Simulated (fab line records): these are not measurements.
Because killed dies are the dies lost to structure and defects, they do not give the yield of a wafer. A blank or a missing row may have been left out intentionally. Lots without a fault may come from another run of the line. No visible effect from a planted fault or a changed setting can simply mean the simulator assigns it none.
Chamber matching    flow nand_harc    NHARC_P_GATE_ALD_36 on ald_sin-02 has 4 sister chambers
The step deposits SiNx, target thk 20 nm, pulse time 60 s, ald cycles 223. 16 wafers are shown with their chamber, then 8 later ones without.

## WAFERS PAIRED WITH THEIR CHAMBERS
wafer   chamber  heater_power_w (W)  precursor_pulse_height_rel
L074.3  0        895                 0.997
L074.1  1        797                 1.010
L074.6  0        891                 0.997
L077.1  2        838                 0.961
L077.6  2        831                 1.013
L077.5  3        924                 1.005
L080.2  2        862                 1.017
L080.4  0        922                 0.981
L080.6  3        954                 1.001
L083.3  3        927                 1.012
L083.1  0        915                 0.999
L083.6  3        941                 1.003
L085.3  3        971                 1.004
L085.4  0        910                 1.014
L085.5  3        947                 1.003
L089.2  2        856                 0.980

SIGNATURES (averages over the wafers above)
reading                     chamber 0  chamber 1  chamber 2  chamber 3  scatter within a chamber
heater_power_w              906.60     797.00     846.75     944.00     15.5
precursor_pulse_height_rel  0.99760    1.01000    0.99275    1.00467    0.0152
Rule: a wafer lies at a distance from a chamber equal to the root of the sum of squares, over the readings, of (its reading less the chamber's mean, divided by the reading's scatter). If the next closest chamber is less than 2 further off than the closest, the wafer can't be placed; otherwise it belongs to the closest. The scatter: the root of (the sum of the squares of (reading less its chamber's mean) over the shown wafers, divided by (wafers less chambers)).

## WAFERS MISSING THEIR CHAMBER
wafer   heater_power_w (W)  precursor_pulse_height_rel
L089.1  922                 0.995
L089.5  796                 0.984
L092.1  904                 1.000
L092.5  924                 0.974
L092.6  932                 0.980
L094.4  780                 0.958
L094.3  831                 1.005
L094.6  779                 0.992

## THE CHAMBER EACH PASSED THROUGH
wafer   from the rows above      in truth
L089.1  can't be placed: 0 or 3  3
L089.5  can't be placed: 1 or 2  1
L092.1  0                        0
L092.5  can't be placed: 0 or 3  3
L092.6  can't be placed: 3 or 0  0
L094.4  can't be placed: 1 or 2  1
L094.3  can't be placed: 2 or 1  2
L094.6  1                        1
Placed correctly: 2 of 8. These rows do not allow placing 6 (true chamber among the candidates in 6). 0 placed wrongly.
